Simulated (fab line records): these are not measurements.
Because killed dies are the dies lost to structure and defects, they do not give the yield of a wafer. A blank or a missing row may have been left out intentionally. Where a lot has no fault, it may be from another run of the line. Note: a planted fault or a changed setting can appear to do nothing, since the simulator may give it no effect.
Split-lot study -- flow n5-finfet -- route with 1938 steps; 7 lots, 21 wafers read

## ON THE SPLIT
At N5_BEOL_M14_SPUTTER_44 (material Ta, target thk 15 nm, time 24.19 s), the setting time-s was moved away from the recipe's 24.19 s on 5 of the 21 wafers read, by -13.1% to +5.8%. All remaining wafers had this setting at the recipe value.

The reading is taken at the split's own step.

## THE READING
Ta_of_BEOL_M14_SPUTTER_44.thk-nm (the simulator's own value, which no gauge read), in nm, at N5_BEOL_M14_SPUTTER_44 (material Ta, target thk 15 nm, time 24.19 s). The file gives no usual value for it. Here, 16 wafers ran the recipe; their average is 14.9 nm with a standard deviation of 0.21 nm.

wafer,"tool, chamber at the split","time-s as run, s",against the recipe,"Ta_of_BEOL_M14_SPUTTER_44.thk-nm, nm",against lot-mates on the recipe
L076.2,"pvd-sputter-03, -",24.19,recipe,15.2,-
L076.4,"pvd-sputter-03, -",24.19,recipe,15,-
L076.5,"pvd-sputter-03, -",24.19,recipe,15,-
L078.4,"pvd-sputter-01, -",23.16,-4.3%,14.4,-0.4
L078.5,"pvd-sputter-01, -",24.19,recipe,14.8,-
L078.6,"pvd-sputter-01, -",24.19,recipe,14.8,-
L080.2,"pvd-sputter-03, -",21.02,-13.1%,12.6,-2.2
L080.3,"pvd-sputter-03, -",21.02,-13.1%,12.8,-2.0
L080.4,"pvd-sputter-03, -",24.19,recipe,14.8,-
L088.1,"pvd-sputter-03, -",24.19,recipe,15.2,-
L088.2,"pvd-sputter-03, -",24.19,recipe,15.2,-
L088.4,"pvd-sputter-03, -",24.19,recipe,15,-
L087.1,"pvd-sputter-03, -",25.59,+5.8%,15.8,+1.2
L087.5,"pvd-sputter-03, -",25.59,+5.8%,15.8,+1.2
L087.2,"pvd-sputter-03, -",24.19,recipe,14.6,-
L089.1,"pvd-sputter-01, -",24.19,recipe,14.4,-
L089.3,"pvd-sputter-01, -",24.19,recipe,14.8,-
L089.4,"pvd-sputter-01, -",24.19,recipe,15,-
L097.1,"pvd-sputter-03, -",24.19,recipe,15,-
L097.5,"pvd-sputter-03, -",24.19,recipe,15,-
L097.3,"pvd-sputter-03, -",24.19,recipe,14.8,-

FIT RESULTS
A straight line over all 21 wafers: Ta_of_BEOL_M14_SPUTTER_44.thk-nm changes by +0.164 nm for each +1% of time-s; r = +0.97; the points scatter about the line by 0.2 nm.
The same after taking each lot's own level away (the mean of its wafers on the recipe; 21 wafers): +0.167 nm for each +1%; r = +0.98; scatter 0.16 nm.
The reading moves by 2.2 nm for the largest change in time-s, on that fit.
The span of the lots' own levels, 14.60 to 15.13 nm, comes to 2.5 times the standard deviation stated above.
Consequently the slope shifts little with the lot-to-lot level, the two slopes agreeing.
Check: for one of the wafers moved furthest among these (-13.1%), held out of the fit, the line's prediction against its lot-mates is -2.1 nm. Against them it came out at -2.2 nm.

## THE FILE'S OWN FIT
Ta_of_BEOL_M14_SPUTTER_44.thk-nm changes by +0.162 nm for each +1% of time-s, r = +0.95.
